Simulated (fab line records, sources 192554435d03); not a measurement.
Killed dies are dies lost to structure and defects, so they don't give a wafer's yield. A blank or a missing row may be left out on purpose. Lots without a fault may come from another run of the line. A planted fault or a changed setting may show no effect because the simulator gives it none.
fab line records | flow n5_finfet
record lots=9 wafers=27 last_day=17
route steps=1938 shown ZERO_LAYER@17 WELL_APT@46 PMOS_HMC_CHANNEL_EPI@71 BEOL_M4@1111
lots that met no fault: from a run of the same line without faults
start_h: hours from the record's first day to the start of the lot's first wafer shown | wait_h: hours since the lot's step before | " the same as in the row above | L1.1+2: a row that stands for several wafers | - no value, or no start given | * or withheld: withheld | < > ~ a bound
route shown NAME@n: a module of which the file shows steps, and the number in the route of the first | usual: mean/standard deviation of fault-free wafers | same: alike in all rows | chamber/n: place in a boat | sites: the reading at each site | _std_site: their standard deviation | _edge_site: outer sites' mean less inner sites' | radius_mm: how far each site lies from the wafer's centre | mask NAME#n: copy n | behind: the tool/chamber that last shaped the wafer | hold: why the lot was held/for how many hours/how that ended | device: the transistor (n, p or np) that didn't switch | end of line: the same wafers' tests at the end of the route | a step without rows: its recipe alone | killed: dies lost to structure and defects at the first sort, not the wafer's yield | map: a wafer's dies, x killed, . not, _ none there
set.NAME: the setting as run; set.NAME@STEP: as run at that earlier step | model.NAME: the simulator's own value behind a step, which no gauge read
steps of the route over a sample of lots; a table a step, a row a wafer
services: from which hour (start_h, from the record's first day; less than 0 if before it) a tool's chamber was out of use, for how many hours, and why
## steps
# step N5_ZERO_LAYER_STRIP_24
# recipe chemistry=O2 power_w=1000 temp_c=250 overash_fraction=0.3 pressure_mtorr=1000 o2_flow_sccm=6750
# usual drypump_motor_current_A=5.6/0.39 heater_power_w=331/36 oes_product_au=0.647/0.0045 strip_time_to_endpoint_s=43.85/0.088
# columns lot.wafer tool chamber start_h wait_h drypump_motor_current_A heater_power_w oes_product_au rf_hours_counter_h strip_time_to_endpoint_s
L924.1 plasma_asher-01 1 19.20 0.1 5.6 382 0.647 70 43.69
L924.2 " 0 " " 6.3 319 0.646 70 43.78
L924.3 " 0 " " 6.3 323 0.640 - 43.92
L925.3 plasma_asher-02 1 25.04 0.1 5.2 285 0.644 - 43.78
L925.4 " 0 " " 5.4 344 0.649 - 43.79
L925.6 " 0 " " 5.5 339 0.649 - 43.80
L928.2 plasma_asher-02 0 43.15 0.1 5.4 337 0.639 29 43.95
L928.4 " 1 " " 5.3 287 0.647 - 44.02
L928.6 " 0 " " 5.4 332 0.659 - 43.90
L929.1 plasma_asher-01 1 48.98 0.1 5.6 398 0.646 76 43.94
L929.4 " 0 " " 6.3 318 0.654 - 43.95
L929.5 " 1 " " 5.6 380 0.648 - 43.96
L932.2 plasma_asher-02 1 66.89 0.1 5.3 284 0.649 32 43.83
L932.5 " 0 " " 5.4 339 0.648 - 43.73
L932.6 " 1 " " 5.3 292 0.644 - 43.83
L935.3 plasma_asher-02 1 84.96 0.1 5.2 290 0.645 - 43.73
L935.4 " 0 " " 5.4 354 0.648 - 43.87
L935.5 " 1 " " 5.2 283 0.646 - 43.75
L942.1 plasma_asher-02 1 126.89 0.1 5.2 293 0.649 45 43.90
L942.3 " 0 " " 5.4 338 0.647 - 43.83
L942.4 " 1 " " 5.2 291 0.645 - 43.75
L943.1 plasma_asher-02 0 135.83 0.1 5.4 338 0.651 47 43.86
L943.5 " 0 " " 5.4 341 0.644 - 43.86
L943.6 " 1 " " 5.2 288 0.647 - 43.82
L945.1 plasma_asher-01 0 144.89 0.1 6.3 317 0.655 95 43.93
L945.2 " 1 " " 5.6 382 0.640 95 43.81
L945.3 " 0 " " 6.3 313 0.650 - 43.98
# step N5_WELL_APT_DESCUM_30
# recipe chemistry=O2 time_s=7.9 source_power_w=50 bias_power_w=20 pressure_mtorr=20 rf_frequency_hz=2.712e+07 temp_c=40 o2_flow_sccm=225
# usual drypump_motor_current_A=5.7/0.49 oes_product_au=0.76/0.066 rf_fwd_power_W=49.65/0.19 rf_vpp_V=242.8/0.92 showerhead_plenum_p_Torr=2.075/0.027 throttle_valve_pct=20.47/0.25
# columns lot.wafer tool chamber start_h wait_h drypump_motor_current_A oes_product_au rf_fwd_power_W rf_hours_counter_h rf_vpp_V showerhead_plenum_p_Torr throttle_valve_pct
L924.1 rie_diel-05 3 21.74 0.4 5.7 0.75 49.77 155 245.3 2.091 20.77
L924.2 " 1 " " 6.0 0.75 49.52 197 240.9 2.077 20.42
L924.3 " 0 " " 5.1 0.72 49.90 180 242.4 2.093 20.37
L925.3 rie_diel-01 1 27.01 0.0 5.8 0.72 49.64 188 243.3 2.083 20.49
L925.4 " 2 " " 5.7 0.70 49.55 204 242.8 2.072 20.77
L925.6 " 2 " " 5.7 0.69 49.80 - 242.2 2.072 20.77
L928.2 rie_diel-02 2 45.86 0.2 6.0 0.76 49.68 131 243.2 2.092 20.73
L928.4 " 1 " " 6.1 0.75 49.47 122 245.0 2.109 20.22
L928.6 " 2 " " 6.0 0.76 49.65 - 243.1 2.092 20.73
L929.1 rie_diel-02 1 50.87 0.0 6.1 0.76 49.63 124 242.2 2.109 20.21
L929.4 " 0 " " 5.7 0.82 49.77 74 241.8 2.038 20.41
L929.5 " 0 " " 5.6 0.83 49.73 - 242.2 2.038 20.42
L932.2 rie_diel-02 0 71.46 1.0 5.6 0.82 50.07 76 242.1 2.037 20.42
L932.5 " 1 " " 6.1 0.75 49.47 - 244.4 2.108 20.22
L932.6 " 0 " " 5.6 0.82 50.03 - 243.2 2.037 20.41
L935.3 rie_diel-02 2 86.93 0.2 6.0 0.76 49.74 140 244.2 2.088 20.73
L935.4 " 0 " " 5.6 0.82 49.76 82 241.2 2.036 20.43
L935.5 " 3 " " 6.0 0.80 49.59 - 243.2 2.117 20.27
L942.1 rie_diel-01 3 129.14 0.1 4.8 0.75 49.75 176 242.8 2.077 20.55
L942.3 " 2 " " 5.7 0.67 49.47 247 242.8 2.057 20.83
L942.4 " 3 " " 4.8 0.75 49.76 - 243.6 2.077 20.53
L943.1 rie_diel-02 0 137.76 0.0 5.6 0.80 49.81 98 242.7 2.030 20.44
L943.5 " 2 " " 5.9 0.74 49.43 - 242.0 2.082 20.76
L943.6 " 1 " " 6.1 0.73 49.86 - 242.6 2.100 20.24
L945.1 rie_diel-02 0 146.77 0.0 5.6 0.79 49.52 100 242.0 2.029 20.44
L945.2 " 2 " " 6.0 0.75 49.68 161 243.4 2.082 20.76
L945.3 " 3 " " 6.1 0.78 49.41 107 242.5 2.109 20.30
# step N5_WELL_APT_IMPLANT_31
# recipe species=B energy_kev=60 dose_cm2=1.5e+13 tilt_deg=0 rotation_deg=0
# usual dose_ions_cm2=1.4999e+13/1.8e+10 faraday_current_uA=190/4.1
# columns lot.wafer tool chamber start_h wait_h dose_ions_cm2 faraday_current_uA
L924.1 implanter-01 0 21.84 0.1 1.5013e+13 196
L924.2 " 0 " " 1.5007e+13 192
L924.3 " 0 " " 1.5022e+13 189
L925.3 implanter-01 0 27.17 0.1 1.4999e+13 181
L925.4 " 0 " " 1.4991e+13 189
L925.6 " 0 " " 1.5005e+13 193
L928.2 implanter-01 0 45.99 0.1 1.5015e+13 194
L928.4 " 0 " " 1.498e+13 188
L928.6 " 0 " " 1.4964e+13 192
L929.1 implanter-02 0 50.97 0.1 1.4996e+13 195
L929.4 " 0 " " 1.5001e+13 199
L929.5 " 0 " " 1.4977e+13 192
L932.2 implanter-01 0 71.59 0.1 1.4047e+13 179
L932.5 " 0 " " 1.4032e+13 174
L932.6 " 0 " " 1.4046e+13 180
L935.3 implanter-01 0 87.09 0.1 1.4042e+13 172
L935.4 " 0 " " 1.4027e+13 174
L935.5 " 0 " " 1.4033e+13 176
L942.1 implanter-02 0 129.24 0.1 1.5e+13 197
L942.3 " 0 " " 1.4955e+13 185
L942.4 " 0 " " 1.4989e+13 192
L943.1 implanter-02 0 137.86 0.1 1.5018e+13 195
L943.5 " 0 " " 1.4994e+13 188
L943.6 " 0 " " 1.5047e+13 187
L945.1 implanter-02 0 146.86 0.1 1.5038e+13 192
L945.2 " 0 " " 1.5016e+13 198
L945.3 " 0 " " 1.5017e+13 193
# step N5_PMOS_HMC_CHANNEL_EPI_STRIP_33
# recipe chemistry=N2/H2 power_w=500 temp_c=40 pressure_mtorr=50 rf_frequency_hz=6e+07 overash_fraction=0.3 bias_power_w=8 h2_frac=0.5 n2_flow_sccm=300 h2_flow_sccm=300
# usual drypump_motor_current_A=5.8/0.34 oes_product_au=0.77/0.088 rf_vpp_V=54.4/1.5 showerhead_plenum_p_Torr=3.39/0.078 throttle_valve_pct=19.1/0.34
# columns lot.wafer tool chamber start_h wait_h drypump_motor_current_A oes_product_au rf_hours_counter_h rf_vpp_V showerhead_plenum_p_Torr throttle_valve_pct
L924.1 rie_diel-04 1 24.04 0.0 5.5 0.72 170 53.8 3.49 19.2
L924.2 " 2 " " 5.7 0.86 52 53.6 3.28 19.3
L924.3 " 0 " " 6.3 0.69 206 56.5 3.33 19.4
L925.3 rie_diel-04 0 29.33 0.0 6.3 0.70 208 53.1 3.33 19.4
L925.4 " 2 " " 5.6 0.86 55 53.3 3.28 19.4
L925.6 " 2 " " 5.7 0.85 - 53.3 3.28 19.3
L928.2 rie_diel-04 3 48.45 0.0 5.5 0.82 77 52.0 3.39 18.7
L928.4 " 0 " " 6.3 0.69 214 49.9 3.33 19.4
L928.6 " 0 " " 6.3 0.68 - 52.2 3.33 19.4
L929.1 rie_diel-06 0 53.61 0.0 5.8 0.71 188 54.9 3.48 18.9
L929.4 " 2 " " 5.2 0.88 39 55.0 3.42 19.0
L929.5 " 1 " " 5.9 0.72 - 54.4 3.33 19.5
L932.2 rie_diel-06 1 73.83 0.0 5.9 0.72 194 53.9 3.33 19.5
L932.5 " 0 " " 5.8 0.71 - 56.6 3.47 18.9
L932.6 " 3 " " 5.8 0.66 - 56.9 3.45 19.0
L935.3 rie_diel-06 1 89.99 0.0 5.9 0.71 199 53.1 3.33 19.5
L935.4 " 0 " " 5.8 0.71 197 57.5 3.47 18.9
L935.5 " 1 " " 5.9 0.69 - 55.2 3.33 19.5
L942.1 rie_diel-06 3 132.50 0.0 5.8 0.65 257 55.2 3.44 19.0
L942.3 " 2 " " 5.2 0.84 64 56.0 3.41 19.0
L942.4 " 3 " " 5.8 0.66 - 53.7 3.44 19.0
L943.1 rie_diel-03 2 140.08 0.0 6.3 0.98 4 52.1 3.29 19.0
L943.5 " 3 " " 6.4 0.78 - 53.9 3.49 18.7
L943.6 " 2 " " 6.3 0.98 - 56.8 3.29 19.0
L945.1 rie_diel-04 2 149.90 0.0 5.6 0.82 91 55.7 3.26 19.4
L945.2 " 0 " " 6.3 0.68 243 55.6 3.31 19.4
L945.3 " 3 " " 5.5 0.80 106 56.0 3.38 18.8
# step N5_BEOL_M4_RC_MEAS_101
# usual DIBL_N=36.5/1.4 DIBL_P=36.5/1.6 IOFF_N=0.163/0.022 IOFF_P=0.219/0.029 ION_N=675/8.3 ION_P=464/6.2 RS_PWELL=3008/22 SS_N=71.5/0.52 SS_P=73.4/0.57 VT_N=249.7/2.6 VT_P=-250/3
# columns lot.wafer tool chamber start_h wait_h DIBL_N[mV/V] DIBL_P[mV/V] IOFF_N[nA/um] IOFF_P[nA/um] ION_N[uA/um] ION_P[uA/um] RS_PWELL[ohm/sq] SS_N[mV/dec] SS_P[mV/dec] VT_N[mV] VT_P[mV]
L924.1 prober-01 0 171.17 0.0 38.3 37.0 0.170 0.252 673 472 3034 71.9 73.3 252.2 -249
L924.2 " 0 " " 36.7 34.9 0.139 0.215 661 462 3013 71.2 73.9 254.3 -248
L924.3 " 0 " " 36.8 34.5 0.136 0.199 669 468 3016 70.9 73.2 253.8 -249
L925.3 prober-01 0 183.48 0.3 37.4 38.1 0.189 0.216 673 455 3003 72.7 73.7 247.7 -251
L925.4 " 0 " " 34.2 34.8 0.134 0.174 666 453 3008 71.4 73.3 251.4 -255
L925.6 " 0 " " 36.5 38.0 0.174 0.213 676 461 2987 72.3 73.4 250.6 -251
L928.2 prober-02 0 201.75 0.2 35.2 34.1 0.142 0.178 667 462 2999 71.2 73.3 253.4 -255
L928.4 " 0 " " 37.9 36.5 0.191 0.215 691 463 2986 72.1 73.6 248.8 -253
L928.6 " 0 " " 36.1 35.4 0.153 0.193 671 459 3001 71.2 73.2 251.1 -253
L929.1 prober-02 0 208.24 0.0 33.4 33.0 0.120 0.162 675 459 2988 71.2 72.3 252.0 -251
L929.4 " 0 " " 35.9 36.4 0.169 0.212 688 473 2961 72.3 73.6 247.8 -249
L929.5 " 0 " " 33.5 33.4 0.123 0.164 666 457 3018 71.3 72.5 251.7 -254
L932.2 prober-02 0 240.40 0.2 38.6 37.9 0.185 0.256 682 467 3161 72.0 74.1 248.0 -250
L932.5 " 0 " " 36.2 34.9 0.140 0.201 674 464 3172 71.2 73.1 251.5 -250
L932.6 " 0 " " 37.8 37.6 0.179 0.246 683 475 3134 71.0 73.8 251.6 -249
L935.3 prober-02 0 248.31 0.3 35.3 34.8 0.152 0.225 682 475 3118 71.4 72.7 248.2 -247
L935.4 " 0 " " 36.1 35.7 0.169 0.241 677 469 3153 71.4 73.3 247.0 -247
L935.5 " 0 " " 35.1 34.3 0.143 0.211 679 467 3131 71.5 72.6 249.3 -250
L942.1 prober-02 0 285.77 0.0 37.2 37.0 0.176 0.219 682 461 3000 71.7 73.5 249.3 -250
L942.3 " 0 " " 37.7 38.1 0.195 0.232 694 469 3001 71.5 73.2 247.1 -251
L942.4 " 0 " " 38.3 38.3 0.203 0.244 682 465 3026 71.7 73.7 246.3 -250
L943.1 prober-02 0 290.68 0.0 38.5 38.0 0.175 0.240 681 464 3040 71.3 74.3 250.5 -247
L943.5 " 0 " " 38.7 37.9 0.184 0.244 666 460 3040 71.4 74.3 248.6 -248
L943.6 " 0 " " 38.1 37.6 0.174 0.248 685 471 3030 71.4 74.0 247.6 -247
L945.1 prober-02 0 310.36 0.0 35.7 37.9 0.170 0.230 681 472 2990 72.5 73.4 250.1 -248
L945.2 " 0 " " 33.3 34.6 0.127 0.184 675 467 2976 71.0 72.6 252.1 -251
L945.3 " 0 " " 35.0 36.6 0.151 0.217 675 465 2992 71.1 73.3 250.0 -249
## services
# columns tool chamber start_h hours kind
rie_diel-04 3 2.57 1.3 repair
rie_diel-03 1 16.74 2.6 repair
rie_diel-05 - 27.59 0.6 repair
implanter-02 - 29.43 6.0 repair
rie_diel-05 1 35.20 6.2 repair
implanter-02 - 40.87 7.1 repair
implanter-01 - 48.61 5.0 repair
rie_diel-01 1 50.00 2.5 repair
rie_diel-02 - 55.82 15.6 pm
rie_diel-05 0 62.35 5.0 repair
plasma_asher-02 - 77.58 0.3 repair
implanter-02 - 78.26 2.6 repair
rie_diel-01 1 88.68 15.3 repair
plasma_asher-02 - 89.32 2.0 repair
plasma_asher-02 - 92.62 0.3 repair
implanter-01 - 96.58 6.6 repair
implanter-01 - 110.67 1.7 pm
rie_diel-06 1 114.71 23.0 repair
rie_diel-06 3 114.84 4.0 repair
rie_diel-01 1 126.77 8.7 repair
plasma_asher-01 - 130.10 3.4 repair
rie_diel-04 1 139.91 2.5 repair
rie_diel-03 1 140.98 6.8 repair
rie_diel-05 0 141.50 9.7 repair
## key
first_sign step=N5_WELL_APT_IMPLANT_31 reading=dose_ions_cm2 direction=down sigmas=54 usual=1.4999e+13 struck=1.4038e+13
effect step=N5_WELL_APT_IMPLANT_31 reading=faraday_current_uA direction=down sigmas=3.4 usual=190 struck=176
effect step=N5_BEOL_M4_RC_MEAS_101 reading=RS_PWELL direction=up sigmas=6.1 usual=3008 struck=3145
met_at N5_WELL_APT_IMPLANT_31
struck_lots L932,L935
not_acting_at N5_ZERO_LAYER_STRIP_24,N5_WELL_APT_DESCUM_30,N5_PMOS_HMC_CHANNEL_EPI_STRIP_33
onset_between 45.99 71.59
fault kind=process_parameter_drift tool=implanter-01 chamber=- onset_h=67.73 steps=N5_WELL_APT_IMPLANT_31 channel=dose_cm2 offset=-9.6807e+11 shape=step end_h=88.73 acts_in=these_recipes_only stated=1.5e+13
